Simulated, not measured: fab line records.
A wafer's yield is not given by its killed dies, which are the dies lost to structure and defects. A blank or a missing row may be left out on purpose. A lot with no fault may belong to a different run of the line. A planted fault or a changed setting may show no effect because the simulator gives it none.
fab line records -- flow n5-finfet
record lots=3, wafers=9, last-day=17
route steps=1938 shown BEOL_M4@1099 BEOL_M5@1112 BEOL_M9@1405 PASSIVATION@1936
lots that met no fault: taken from a fault-free run of the same line
start-h: hours from the record's first day to the start of the lot's first wafer shown -- wait-h: hours elapsed since this lot's preceding step -- " as in the row above -- L1.1+2: one row covering several wafers at once -- - no value, or no start given -- * or withheld: withheld -- < > ~ a bound
route shown NAME@n: names a module that has steps shown in the file, with the first one's number in the route -- usual: the fault-free wafers' mean and standard deviation -- same: alike in all rows -- chamber/n: place in a boat -- sites: each site's reading -- _std_site: the values' standard deviation -- _edge_site: mean of outer sites minus mean of inner sites -- radius-mm: how far each site lies from the wafer's centre -- mask NAME#n: copy n -- behind: the last tool/chamber to shape the wafer -- hold: cause of the lot's hold/its duration in hours/its outcome -- device: transistor that didn't switch, given as n, p or np -- end of line: tests of these same wafers at the route's end -- step lacking rows: just its recipe -- killed: count of dies lost to structure and defects at first sort (not the wafer's yield) -- map: a wafer's dies, marking killed ones x, the rest . and places with no die _
set.NAME: the setting as run; set.NAME@STEP: as run at that earlier step -- model.NAME: the simulator's own value behind a step, which no gauge read
certain route steps with their lots: each step a table, each wafer a row
services: from which hour (start-h, from the record's first day; less than 0 if before it) a tool's chamber was out of use, for how many hours, and why
## steps
# step N5_BEOL_M4_ANNEAL_95
# recipe temp-c=400, time-s=240, ambient=vacuum
# step N5_BEOL_M4_SPUTTER_96
# recipe material=Cu, target-thk-a=45, temp-c=-20, chamber-pressure-pa=0.07, power-w=withheld, time-s=8.29
# step N5_BEOL_M4_ECD_50
# recipe material=Cu, target-thk-a=3000
# step N5_BEOL_M4_ANNEAL_51
# recipe temp-c=225, time-s=90, ambient=N2
# step N5_BEOL_M4_CMP_52
# recipe stop-on=SiOC, t-overpolish-s=6.8, down-force-psi=1, platen-rpm=50, clearing-platen-down-force-psi=1.5, clearing-platen-rpm=50, post-cmp-clean=cu-alkaline, target-thk-nm=40, clearing-platen-pad-velocity-m-s=0.99484, pad-velocity-m-s=0.99484
# step N5_BEOL_M4_PRE_CLEAN_60
# recipe gas=NH3/H2, time-s=15, temp-c=*, rf-power-w=300
# step N5_BEOL_M4_CO_CAP_55
# recipe material=Co, target-thk-a=20, temp-c=200, precursor=CCTBA/H2, pressure-torr=30, time-s=102.1
# step N5_BEOL_M4_PRE_CLEAN_56
# recipe gas=NH3, time-s=15, temp-c=withheld, rf-power-w=300
# step N5_BEOL_M4_DEP_57
# recipe material=SiCN, target-thk-a=80, temp-c=withheld, precursor=3MS/NH3, pressure-torr=3, rf-w=202, time-s=14
# step N5_BEOL_M4_RC_MEAS_101
# usual DIBL_N=35.7/1.3, DIBL_P=36.0/1.6, IOFF_N=0.154/0.025, IOFF_P=0.21/0.034, ION_N=675/9.7, ION_P=465/7.4, SS_N=71.3/0.55, SS_P=73.1/0.52, VT_N=250/3, VT_P=-249/3.6
lot.wafer,tool,chamber,start-h,wait-h,DIBL_N[mV/V],DIBL_P[mV/V],IOFF_N[nA/um],IOFF_P[nA/um],ION_N[uA/um],ION_P[uA/um],SS_N[mV/dec],SS_P[mV/dec],VT_N[mV],VT_P[mV]
L504.4,prober-02,0,218.59,0.5,33.8,34.7,0.129,0.18,673,465,71.3,72.3,252,-253
L504.5,prober-02,0,218.59,0.5,35.8,36.6,0.159,0.19,682,463,72.1,73.5,249,-255
L504.6,prober-02,0,218.59,0.5,35.9,36.4,0.155,0.20,686,463,71.7,73.5,248,-254
L509.1,prober-02,0,242.55,0.0,37.4,37.3,0.170,0.24,679,468,71.9,73.3,246,-247
L509.4,prober-02,0,242.55,0.0,36.7,36.2,0.157,0.21,684,468,71.5,73.4,246,-249
L509.6,prober-02,0,242.55,0.0,38.1,38.4,0.190,0.25,680,469,72.3,73.3,246,-247
L517.1,prober-01,0,304.10,0.0,36.6,34.7,0.138,0.22,674,473,71.6,72.0,252,-247
L517.3,prober-01,0,304.10,0.0,38.0,36.2,0.171,0.24,689,471,71.8,72.2,247,-245
L517.5,prober-01,0,304.10,0.0,36.0,33.8,0.132,0.20,670,473,70.4,72.3,250,-245
# step N5_BEOL_M5_ILD_DEP_00
# recipe material=SiCOH_lowk, target-thk-a=1406.4, temp-c=300, precursor=DEMS/porogen, pressure-torr=5, rf-w=500, time-s=25.9
# step N5_BEOL_M5_CURE_79
# recipe temp-c=385, time-s=240, ambient=He/Ar, material=SiCOH_lowk
# step N5_BEOL_M5_PECVD_70
# recipe material=SiO2, target-thk-a=160, temp-c=400, precursor=TEOS/O2, pressure-torr=5.5, rf-w=450, teos-flow-sccm=53.8, gas=O2, flow-sccm=3000, time-s=18
# step N5_BEOL_M5_HM_DEP_02
# recipe material=TiN, target-thk-a=200, temp-c=25, chamber-pressure-pa=0.49996
# step N5_BEOL_M5_COAT_59
# recipe resist=SOC, temp-c=250, time-s=60, spin-rpm=1500, resist-thk-nm=60
# step N5_BEOL_M5_COAT_60
# recipe resist=SiARC, temp-c=220, time-s=60, spin-rpm=1500, resist-thk-nm=12
# step N5_BEOL_M5_COAT_71
# recipe resist=underlayer, temp-c=205, time-s=60, spin-rpm=1500, resist-thk-nm=5
# step N5_BEOL_M5_COAT_05
# recipe resist=CAR-EUV, spin-rpm=1500, resist-thk-nm=30
# step N5_BEOL_M5_EBR_07
# recipe solvent=PGMEA, ebr-width-mm=1.5
# step N5_BEOL_M5_SOFTBAKE_06
# recipe temp-c=110, time-s=60, resist=CAR-EUV
# step N5_BEOL_M5_EXPOSE_08
# recipe mask-id=M5, na=0.33, source-shape=annular, sigma-inner=0.4, sigma-outer=0.8, polarization=unpolarized, target-cd-nm=28, dose-mj=35.75
# step N5_BEOL_M5_PEB_09
# recipe peb-temp-c=100, peb-time-s=60, resist=CAR-EUV
# step N5_BEOL_M5_DEVELOP_10
# recipe develop-time-s=30, developer=TMAH, resist=CAR-EUV, rinse-liquid=surfactant-rinse, dry=air-spin, dev-temp-c=23
# step N5_BEOL_M5_DESCUM_16
# recipe chemistry=O2, time-s=7, source-power-w=50, bias-power-w=20, pressure-mtorr=20, rf-frequency-hz=2.712e+07, temp-c=40, resist=CAR-EUV, o2-flow-sccm=225
# step N5_BEOL_M5_ETCH_72
# recipe chemistry=N2/H2, target=underlayer, target-depth-a=65, mask-material=CAR-EUV, time-s=5.2, ion-energy-ev=200, pressure-mtorr=30, source-w=840, bias-w=150, n2-flow-sccm=200, h2-flow-sccm=200, ends=cleared
# step N5_BEOL_M5_ETCH_61
# recipe chemistry=CF4, target=SiARC, target-depth-a=156, mask-material=CAR-EUV, time-s=26, ion-energy-ev=80, pressure-mtorr=40, source-w=545, bias-w=36, Ar_flow_sccm=100, cf4-flow-sccm=100, ends=cleared
# step N5_BEOL_M5_ETCH_62
# recipe chemistry=N2/H2, target=SOC, target-depth-a=750, overetch-a=150, mask-material=SiARC, temp-c=40, time-s=112.5, ion-energy-ev=200, pressure-mtorr=30, source-w=840, bias-w=150, n2-flow-sccm=200, h2-flow-sccm=200
# step N5_BEOL_M5_STRIP_63
# recipe chemistry=N2/H2, temp-c=40, n2-flow-sccm=200, h2-flow-sccm=200, rf-frequency-hz=6e+07
# step N5_BEOL_M5_STRIP_73
# recipe chemistry=N2/H2, temp-c=40, n2-flow-sccm=200, h2-flow-sccm=200, rf-frequency-hz=6e+07
# step N5_BEOL_M5_STRIP_64
# recipe chemistry=CF4, resist=SiARC, power-w=300, bias-power-w=75, pressure-mtorr=50, cf4-flow-sccm=150, rf-frequency-hz=6e+07
# step N5_BEOL_M5_HM_OPEN_17
# recipe chemistry=Cl2/BCl3, target-depth-a=200, overetch-a=60, target=TiN, mask-material=SOC, ion-energy-ev=150, pressure-mtorr=10, icp-w=1000, bias-w=126, Cl2_flow_sccm=53.25, bcl3-flow-sccm=21.75, Ar_flow_sccm=25
# step N5_BEOL_M5_STRIP_19
# recipe chemistry=O2, power-w=400, temp-c=40, pressure-mtorr=30, rf-frequency-hz=6e+07, bias-power-w=0, overash-fraction=0.2, o2-flow-sccm=225
# step N5_BEOL_M5_COAT_65
# recipe resist=SOC, temp-c=250, time-s=60, spin-rpm=1500, resist-thk-nm=60
# step N5_BEOL_M5_COAT_66
# recipe resist=SiARC, temp-c=220, time-s=60, spin-rpm=1500, resist-thk-nm=12
# step N5_BEOL_M9_HM_DEP_02
# recipe material=TiN, target-thk-a=200, temp-c=25, chamber-pressure-pa=0.49996
# usual throttle-valve-pct=29.5/1.2
lot.wafer,tool,chamber,start-h,wait-h,throttle-valve-pct,model.TiN_of_BEOL_M9_HM_DEP_02.thk-nm
L504.4,pvd-sputter-01,-,258.02,0.5,31.0,19.8
L504.5,pvd-sputter-01,-,258.02,0.5,30.7,33.6
L504.6,pvd-sputter-01,-,258.02,0.5,31.2,19.8
L509.1,pvd-sputter-03,-,287.13,1.2,30.9,20
L509.4,pvd-sputter-03,-,287.13,1.2,29.8,20
L509.6,pvd-sputter-03,-,287.13,1.2,29.6,20
L517.1,pvd-sputter-02,-,353.88,1.7,30.2,20
L517.3,pvd-sputter-02,-,353.88,1.7,28.1,20.2
L517.5,pvd-sputter-02,-,353.88,1.7,28.4,20.4
# step N5_BEOL_M9_HM_OPEN_17
# recipe chemistry=Cl2/BCl3, target-depth-a=200, overetch-a=60, target=TiN, mask-material=SOC, ion-energy-ev=150, pressure-mtorr=10, icp-w=1000, bias-w=126, Cl2_flow_sccm=53.25, bcl3-flow-sccm=21.75, Ar_flow_sccm=25
# usual drypump-motor-current-A=5.9/0.62, oes-product-au=0.66/0.1, throttle-valve-pct=22.11/0.097
lot.wafer,tool,chamber,start-h,wait-h,drypump-motor-current-A,oes-product-au,rf-hours-counter-h,throttle-valve-pct,model.etch.depth-nm
L504.4,rie-metal-03,1,258.91,0.1,5.0,0.55,-,22.23,19.83
L504.5,rie-metal-03,0,258.91,0.1,6.3,0.98,-,21.81,26.03
L504.6,rie-metal-03,1,258.91,0.1,5.0,0.55,-,22.22,19.84
L509.1,rie-metal-02,0,287.98,0.0,6.5,0.64,48,22.09,20.02
L509.4,rie-metal-02,0,287.98,0.0,6.6,0.63,-,22.09,20.08
L509.6,rie-metal-02,0,287.98,0.0,6.6,0.63,-,22.10,19.95
L517.1,rie-metal-02,1,354.85,0.0,6.1,0.59,76,22.04,20.04
L517.3,rie-metal-02,1,354.85,0.0,6.1,0.59,-,22.04,20.22
L517.5,rie-metal-02,0,354.85,0.0,6.5,0.63,-,22.08,20.37
# step N5_BEOL_M9_VIA_ETCH_34
# recipe chemistry=C4F6/O2, target=SiCOH_lowk, target-depth-a=1824, mask-material=SOC, taper-deg=4, time-s=68.4, ion-energy-ev=250, pressure-mtorr=30, source-w=345, bias-w=185, Ar_flow_sccm=300, C4F6_flow_sccm=10, O2_flow_sccm=10
# usual drypump-motor-current-A=5.8/0.47, oes-product-au=0.78/0.097, rf-vpp-V=664/7.2, showerhead-plenum-p-Torr=2.87/0.1, throttle-valve-pct=21.00/0.21
lot.wafer,tool,chamber,start-h,wait-h,drypump-motor-current-A,oes-product-au,rf-hours-counter-h,rf-vpp-V,showerhead-plenum-p-Torr,throttle-valve-pct
L504.4,rie-diel-02,0,260.33,0.0,6.1,0.71,203,652,2.71,21.07
L504.5,rie-diel-02,1,260.33,0.0,5.5,0.27,-,675,2.93,20.65
L504.6,rie-diel-02,0,260.33,0.0,6.1,0.71,-,654,2.71,21.06
L509.1,rie-diel-06,1,290.78,0.0,5.4,0.67,239,662,2.80,21.10
L509.4,rie-diel-06,0,290.78,0.0,4.9,0.84,-,669,2.88,21.03
L509.6,rie-diel-06,1,290.78,0.0,5.4,0.68,-,662,2.80,21.11
L517.1,rie-diel-05,2,357.68,0.0,6.1,0.93,9,667,2.90,20.61
L517.3,rie-diel-05,1,357.68,0.0,6.2,0.73,175,661,2.62,21.21
L517.5,rie-diel-05,3,357.68,0.0,6.6,0.70,-,662,2.92,21.41
# step N5_BEOL_M9_TRENCH_ETCH_37
# recipe chemistry=C4F6/O2, target-depth-a=1514.3, target=SiCOH_lowk, time-s=49, ion-energy-ev=250, pressure-mtorr=30, source-w=345, bias-w=185, Ar_flow_sccm=300, C4F6_flow_sccm=10, O2_flow_sccm=10
# usual drypump-motor-current-A=5.8/0.48, oes-product-au=0.78/0.097, rf-vpp-V=665/7.2, showerhead-plenum-p-Torr=2.87/0.1, throttle-valve-pct=21.03/0.21
lot.wafer,tool,chamber,start-h,wait-h,drypump-motor-current-A,oes-product-au,rf-hours-counter-h,rf-vpp-V,showerhead-plenum-p-Torr,throttle-valve-pct,model.TiN_of_BEOL_M9_HM_DEP_02.thk-nm
L504.4,rie-diel-02,0,-,-,6.2,0.70,203,654,2.71,21.10,15.8
L504.5,rie-diel-02,1,-,-,5.5,0.73,-,674,2.93,20.85,29.2
L504.6,rie-diel-02,0,-,-,6.2,0.71,-,652,2.71,21.10,15.6
L509.1,rie-diel-06,1,-,-,5.3,0.67,239,663,2.80,21.14,16
L509.4,rie-diel-06,0,-,-,5.0,0.84,-,670,2.88,21.04,16
L509.6,rie-diel-06,1,-,-,5.4,0.67,-,662,2.80,21.14,15.8
L517.1,rie-diel-05,2,-,-,6.1,0.93,9,665,2.90,20.65,15.8
L517.3,rie-diel-05,1,-,-,6.2,0.74,175,660,2.62,21.24,16
L517.5,rie-diel-05,3,-,-,6.6,0.70,-,662,2.92,21.45,16.4
# step N5_BEOL_M9_OCD_MEAS_38
# usual trench-depth-nm=150.2/2.1
lot.wafer,tool,chamber,start-h,wait-h,trench-depth-nm
L504.4,ocd-02,-,260.61,-,148.7
L504.5,ocd-02,-,260.61,-,-
L504.6,ocd-02,-,260.61,-,150.3
L509.1,ocd-01,-,291.05,-,147.6
L509.4,ocd-01,-,291.05,-,148.7
L509.6,ocd-01,-,291.05,-,146.8
L517.1,ocd-02,-,357.95,-,154.6
L517.3,ocd-02,-,357.95,-,152.3
L517.5,ocd-02,-,357.95,-,147.3
# step N5_BEOL_M9_CD_MEAS_35
# recipe target-cd-nm=70, target-cd-y-nm=40, polarity=opening
# usual cd-nm=70.2/0.63
lot.wafer,tool,chamber,start-h,wait-h,cd-nm
L504.4,cd-sem-03,-,260.76,0.0,70.1
L504.5,cd-sem-03,-,260.76,0.0,-
L504.6,cd-sem-03,-,260.76,0.0,70.0
L509.1,cd-sem-03,-,291.21,0.0,70.2
L509.4,cd-sem-03,-,291.21,0.0,70.1
L509.6,cd-sem-03,-,291.21,0.0,70.1
L517.1,cd-sem-03,-,358.12,0.0,70.3
L517.3,cd-sem-03,-,358.12,0.0,70.5
L517.5,cd-sem-03,-,358.12,0.0,69.9
# step N5_PASSIVATION_PROBE_49
# usual defect-limited-yield=91.6/1.4, killed_at_M0_to_M3=35/10, killed_at_M4_up=13/5.3, killed-at-contacts=12/5.9, killed-at-front-end=36/9.9, killed-at-other=3.2/3, killed-dies=99/16, killed-on-rim=13/3.9, killed-open=66/12, killed-short=32/7.7, sort_bin_5_function=4.9/0.91, sort_bin_6_memory=3.2/0.65, sort-n-pass=1081/16, sort-yield-pct=91.6/1.4
# same gross-dies=1180, killed-at-back-side=0, sort_bin_4_leakage[%]=0, sort_bin_8_speed[%]=0
lot.wafer,tool,chamber,start-h,wait-h,defect-limited-yield[%],killed_at_M0_to_M3,killed_at_M4_up,killed-at-contacts,killed-at-front-end,killed-at-other,killed-dies,killed-on-rim,killed-open,killed-short,sort_bin_5_function[%],sort_bin_6_memory[%],sort-n-pass,sort-yield-pct[%]
L504.4,prober-02,-,321.90,0.2,91.2,34,15,19,33,3,104,6,71,32,6.0,2.7,1076,91.2
L504.5,prober-02,-,321.95,0.2,0,26,1101,10,43,0,1180,152,69,19,96.9,2.8,0,0
L504.6,prober-02,-,322.00,0.3,90.9,39,5,16,46,1,107,13,60,42,5.3,3.2,1073,90.9
L509.1,prober-01,-,350.25,0.0,92.9,22,14,10,36,2,84,13,57,24,4.5,2.5,1096,92.9
L509.4,prober-01,-,350.40,0.2,93.5,34,14,11,16,2,77,7,50,25,3.6,2.7,1103,93.5
L509.6,prober-01,-,350.50,0.3,91.3,28,18,16,38,3,103,10,72,31,5.1,3.5,1077,91.3
# killed by level:class
L504.4 MOL_CONTACT_COAG:geometric-particle:open=16 STI_FIN_REVEAL:geometric-particle:open=9 FIN_SAQP:geometric-particle:short=8 BEOL_M3:geometric-particle:open=7 FIN_SAQP:geometric-particle:open=6 BEOL_M1:geometric-particle:open=6 BEOL_M2:geometric-particle:short=6 BEOL_M2:geometric-particle:open=6
L504.5 BEOL_M9:area-open=1090 BEOL_M2:geometric-particle:open=14 FIN_SAQP:geometric-particle:open=11 MOL_CONTACT_COAG:geometric-particle:open=10 FIN_SAQP:geometric-particle:short=9 BEOL_M3:geometric-particle:open=6 STI_FIN_REVEAL:geometric-particle:open=5 DUMMY_GATE:geometric-particle:open=3
L504.6 MOL_CONTACT_COAG:geometric-particle:open=13 FIN_SAQP:geometric-particle:short=11 BEOL_M2:geometric-particle:open=9 BEOL_M0_SAQP:geometric-particle:short=7 STI_FIN_REVEAL:geometric-particle:open=6 FIN_SAQP:geometric-particle:open=5 BEOL_M1:geometric-particle:short=5 GATE_CUT:geometric-particle:open=4
L509.1 DUMMY_GATE:geometric-particle:open=10 MOL_CONTACT_COAG:geometric-particle:open=10 FIN_SAQP:geometric-particle:open=5 BEOL_M0:geometric-particle:open=5 BEOL_M4:geometric-particle:open=5 FIN_SAQP:geometric-particle:short=4 GATE_CUT:geometric-particle:short=4 BEOL_M0_SAQP:geometric-particle:short=4
L509.4 BEOL_M0_SAQP:geometric-particle:open=9 MOL_CONTACT_COAG:geometric-particle:open=8 BEOL_M2:geometric-particle:open=7 BEOL_M0:geometric-particle:open=5 GATE_CUT:geometric-particle:short=4 BEOL_M0_SAQP:geometric-particle:short=4 BEOL_M3:geometric-particle:open=4 MOL_CONTACT_COAG:geometric-particle:short=3
L509.6 MOL_CONTACT_COAG:geometric-particle:open=15 GATE_CUT:geometric-particle:short=12 GATE_CUT:geometric-particle:open=9 BEOL_M3:geometric-particle:open=7 BEOL_M1:geometric-particle:open=6 BEOL_M4:geometric-particle:open=6 FIN_SAQP:geometric-particle:short=4 STI_FIN_REVEAL:geometric-particle:open=4
# map L504.5 (x killed, . not)
_________________xxxxxxxxxxxx________________
______________xxxxxxxxxxxxxxxxxx_____________
___________xxxxxxxxxxxxxxxxxxxxxxxx__________
__________xxxxxxxxxxxxxxxxxxxxxxxxxx_________
________xxxxxxxxxxxxxxxxxxxxxxxxxxxxxx_______
_______xxxxxxxxxxxxxxxxxxxxxxxxxxxxxxxx______
______xxxxxxxxxxxxxxxxxxxxxxxxxxxxxxxxxx_____
_____xxxxxxxxxxxxxxxxxxxxxxxxxxxxxxxxxxxx____
____xxxxxxxxxxxxxxxxxxxxxxxxxxxxxxxxxxxxxx___
___xxxxxxxxxxxxxxxxxxxxxxxxxxxxxxxxxxxxxxxx__
___xxxxxxxxxxxxxxxxxxxxxxxxxxxxxxxxxxxxxxxx__
__xxxxxxxxxxxxxxxxxxxxxxxxxxxxxxxxxxxxxxxxxx_
__xxxxxxxxxxxxxxxxxxxxxxxxxxxxxxxxxxxxxxxxxx_
_xxxxxxxxxxxxxxxxxxxxxxxxxxxxxxxxxxxxxxxxxxxx
_xxxxxxxxxxxxxxxxxxxxxxxxxxxxxxxxxxxxxxxxxxxx
_xxxxxxxxxxxxxxxxxxxxxxxxxxxxxxxxxxxxxxxxxxxx
_xxxxxxxxxxxxxxxxxxxxxxxxxxxxxxxxxxxxxxxxxxxx
_xxxxxxxxxxxxxxxxxxxxxxxxxxxxxxxxxxxxxxxxxxxx
_xxxxxxxxxxxxxxxxxxxxxxxxxxxxxxxxxxxxxxxxxxxx
_xxxxxxxxxxxxxxxxxxxxxxxxxxxxxxxxxxxxxxxxxxxx
_xxxxxxxxxxxxxxxxxxxxxxxxxxxxxxxxxxxxxxxxxxxx
__xxxxxxxxxxxxxxxxxxxxxxxxxxxxxxxxxxxxxxxxxx_
__xxxxxxxxxxxxxxxxxxxxxxxxxxxxxxxxxxxxxxxxxx_
___xxxxxxxxxxxxxxxxxxxxxxxxxxxxxxxxxxxxxxxx__
___xxxxxxxxxxxxxxxxxxxxxxxxxxxxxxxxxxxxxxxx__
____xxxxxxxxxxxxxxxxxxxxxxxxxxxxxxxxxxxxxx___
_____xxxxxxxxxxxxxxxxxxxxxxxxxxxxxxxxxxxx____
______xxxxxxxxxxxxxxxxxxxxxxxxxxxxxxxxxx_____
_______xxxxxxxxxxxxxxxxxxxxxxxxxxxxxxxx______
________xxxxxxxxxxxxxxxxxxxxxxxxxxxxxx_______
__________xxxxxxxxxxxxxxxxxxxxxxxxxx_________
___________xxxxxxxxxxxxxxxxxxxxxxxx__________
______________xxxxxxxxxxxxxxxxxx_____________
_________________xxxxxxxxxxxx________________
# map L517.5 (x killed, . not)
_________________.....x......________________
______________.................._____________
___________x.x..xx.......xx......x.__________
__________....xx........x..........._________
________.......x.x.......x.x.........x_______
_______..................x...x.........______
______.....xx..........................._____
_____....................................____
____.......x....................x.......x.___
___.............x.....................x....__
___.........x........x.....................__
__..........x.x........xx..........x.......x_
__.......x..........x............xx...x....._
_.....x.........................x.x....x.....
_x....................x.............xx.......
_......x....x......x..x.x...................x
_................xx...x......................
_....x...............x..x.x....x......x.....x
_...x.x.................x..........x.........
_...................x..x..................x..
_........x.....x.................x.x.........
__....x.................xx...x..x.x.x.x....._
__....x...x.x..........x....x........x....x._
___................xxx.....x...............__
___..........................x...........x.__
____.x.........x.x...x..x.....x..........x___
_____x...............x..x................____
______.............x...................._____
_______.......x.x.x..x..x............x.______
________....x.....x...x.......xxx....x_______
__________.........................._________
___________...x...........x........__________
______________x.............x..._____________
_________________....xx...x..________________
## services
tool,chamber,start-h,hours,kind
rie-metal-02,-,234.31,0.4,repair
rie-diel-02,3,265.75,4.8,repair
rie-diel-06,3,283.42,-,clean
rie-diel-06,3,283.42,-,consumable-replace:focus-ring
rie-diel-06,3,283.42,15.8,scheduled-down
rie-diel-06,3,283.42,15.8,vent-cycle
rie-diel-05,2,290.86,-,clean
rie-diel-05,2,290.86,-,consumable-replace:focus-ring
rie-diel-05,2,290.86,36.0,scheduled-down
rie-diel-05,2,290.86,36.0,vent-cycle
rie-metal-03,-,293.92,3.5,repair
rie-diel-06,0,294.17,6.8,repair
rie-metal-02,1,295.89,2.2,repair
pvd-sputter-02,-,306.31,3.3,repair
rie-diel-02,2,312.93,29.5,repair
rie-metal-03,1,323.09,-,clean
rie-metal-03,1,323.09,19.8,scheduled-down
rie-metal-03,1,323.09,19.8,vent-cycle
rie-diel-06,1,331.18,-,clean
rie-diel-06,1,331.18,-,consumable-replace:focus-ring
rie-diel-06,1,331.18,13.8,scheduled-down
rie-diel-06,1,331.18,13.8,vent-cycle
## key
first-sign step=N5_BEOL_M9_VIA_ETCH_34, reading=oes-product-au, direction=down, sigmas=5.3, usual=0.78, struck=0.27
effect step=N5_BEOL_M9_OCD_MEAS_38, reading=trench-depth-nm, direction=missing
effect step=N5_BEOL_M9_CD_MEAS_35, reading=cd-nm, direction=missing
effect step=N5_PASSIVATION_PROBE_49, reading=killed_at_M4_up, direction=up, sigmas=99+, usual=13, struck=1101
model-effect step=N5_BEOL_M9_HM_DEP_02, value=TiN_of_BEOL_M9_HM_DEP_02.thk-nm, without=20, struck=33.6
model-effect step=N5_BEOL_M9_HM_OPEN_17, value=etch.depth-nm, without=20.04, struck=26.03
model-effect step=N5_BEOL_M9_TRENCH_ETCH_37, value=TiN_of_BEOL_M9_HM_DEP_02.thk-nm, without=15.8, struck=29.2
more-kills-born-at N5_BEOL_M9_HM_OPEN_17@rie-metal-03=1090
met-at N5_BEOL_M9_HM_DEP_02
struck-wafers L504.5
later-rows-left-out L504.5
fault kind=process-parameter-drift, tool=pvd-sputter-01, chamber=-, onset-h=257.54, steps=N5_BEOL_M9_HM_DEP_02, channel=target-thk-a, offset=*, shape=step, end-h=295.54, scope=struck-wafers-only, acts-in=*, stated=*
# later-rows-left-out: the simulator's readings of these wafers behind a module that went badly wrong aren't trusted and aren't shown, but for the sort
